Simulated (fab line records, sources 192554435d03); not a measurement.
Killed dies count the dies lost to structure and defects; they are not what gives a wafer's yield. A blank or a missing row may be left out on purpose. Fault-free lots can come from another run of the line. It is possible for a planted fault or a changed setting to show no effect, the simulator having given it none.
Split-lot experiment + flow n5 finfet + 21 wafers read from 7 lots, route of 1938 steps

== ABOUT THE SPLIT ==
At N5_DUMMY_GATE_COAT_28 (time 60 s, resist thk 10 nm), the setting spin rpm was moved away from the recipe's 1500 rpm on 8 of the 21 wafers read, by -5.7% to +11.1%. All remaining wafers had this setting at the recipe value.

The split's own step is where the reading is taken.

== THE READING ==
underlayer_of_DUMMY_GATE_COAT_28.thk nm (the simulator's own value, which no gauge read), in nm, at N5_DUMMY_GATE_COAT_28 (time 60 s, resist thk 10 nm). The file does not state a usual value for it.

| wafer  | tool, chamber at the split | spin rpm as run, rpm | against the recipe | underlayer_of_DUMMY_GATE_COAT_28.thk nm, nm | against lot-mates on the recipe |
|--------|----------------------------|----------------------|--------------------|---------------------------------------------|---------------------------------|
| L076.1 | litho track-01, 0          | 1500                 | recipe             | 10                                          | -                               |
| L076.6 | litho track-01, 0          | 1500                 | recipe             | 10                                          | -                               |
| L076.4 | litho track-01, 0          | 1416                 | -5.6%              | 10.2                                        | +0.2                            |
| L079.1 | litho track-04, 0          | 1666                 | +11.1%             | 9.4                                         | -0.6                            |
| L079.3 | litho track-04, 0          | 1666                 | +11.1%             | 9.4                                         | -0.6                            |
| L079.6 | litho track-04, 0          | 1500                 | recipe             | 10                                          | -                               |
| L080.1 | litho track-01, 0          | 1414                 | -5.7%              | 10.2                                        | +0.2                            |
| L080.3 | litho track-01, 0          | 1500                 | recipe             | 10                                          | -                               |
| L080.4 | litho track-01, 0          | 1500                 | recipe             | 10                                          | -                               |
| L082.2 | litho track-02, 0          | 1500                 | recipe             | 10                                          | -                               |
| L082.3 | litho track-02, 0          | 1500                 | recipe             | 10                                          | -                               |
| L082.5 | litho track-02, 0          | 1601                 | +6.7%              | 9.6                                         | -0.4                            |
| L086.2 | litho track-02, 0          | 1500                 | recipe             | 10                                          | -                               |
| L086.3 | litho track-02, 0          | 1500                 | recipe             | 10                                          | -                               |
| L086.5 | litho track-02, 0          | 1500                 | recipe             | 10                                          | -                               |
| L089.2 | litho track-04, 0          | 1500                 | recipe             | 10                                          | -                               |
| L089.4 | litho track-04, 0          | 1500                 | recipe             | 10                                          | -                               |
| L089.6 | litho track-04, 0          | 1545                 | +3.0%              | 9.8                                         | -0.2                            |
| L090.1 | litho track-04, 0          | 1453                 | -3.1%              | 10.2                                        | +0.2                            |
| L090.5 | litho track-04, 0          | 1453                 | -3.1%              | 10.2                                        | +0.2                            |
| L090.6 | litho track-04, 0          | 1500                 | recipe             | 10                                          | -                               |

THE FIT
A straight line over all 21 wafers: underlayer_of_DUMMY_GATE_COAT_28.thk nm changes by -0.052 nm for each +1% of spin rpm; r = -0.99; the points scatter about the line by 0.035 nm.
The same after taking each lot's own level away (the mean of its wafers on the recipe; 21 wafers): -0.052 nm for each +1%; r = -0.99; scatter 0.035 nm.
That fit puts the effect of the largest move of spin rpm on the reading at 0.58 nm.
The lots' own levels span 10.00 to 10.00 nm.
Consequently the slope shifts little with the lot-to-lot level, the two slopes agreeing.
Check: for one of the wafers moved furthest among these (+11.1%), held out of the fit, the line's prediction against its lot-mates is -0.581 nm. Against them it came out at -0.6 nm.

== THE OTHER SPLITS THESE WAFERS WENT THROUGH ==
Note: prior to the reading, these wafers also went through further splits. Each is held against what the fit with the lots' levels taken away leaves over:
| other split on the same wafers        | wafers away from the commonest value | r with underlayer_of_DUMMY_GATE_COAT_28.thk nm (lot level and that fit taken away) |
|---------------------------------------|--------------------------------------|------------------------------------------------------------------------------------|
| N5_WELL_APT_PEB_23 peb time s         | 8                                    | +0.07                                                                              |
| N5_WELL_APT_DEVELOP_24 develop time s | 7                                    | -0.18                                                                              |
| N5_FIN_SAQP_ALD_61 ald cycles         | 8                                    | +0.01                                                                              |
| N5_FIN_SAQP_HM_DEP_03 time s          | 8                                    | +0.12                                                                              |
| N5_FIN_SAQP_SPACER1_ALD_24 temp c     | 6                                    | +0.20                                                                              |
| N5_FIN_SAQP_COAT_68 spin rpm          | 7                                    | +0.17                                                                              |

== FILE'S OWN FIT ==
underlayer_of_DUMMY_GATE_COAT_28.thk nm changes by -0.0511 nm for each +1% of spin rpm, r = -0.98.
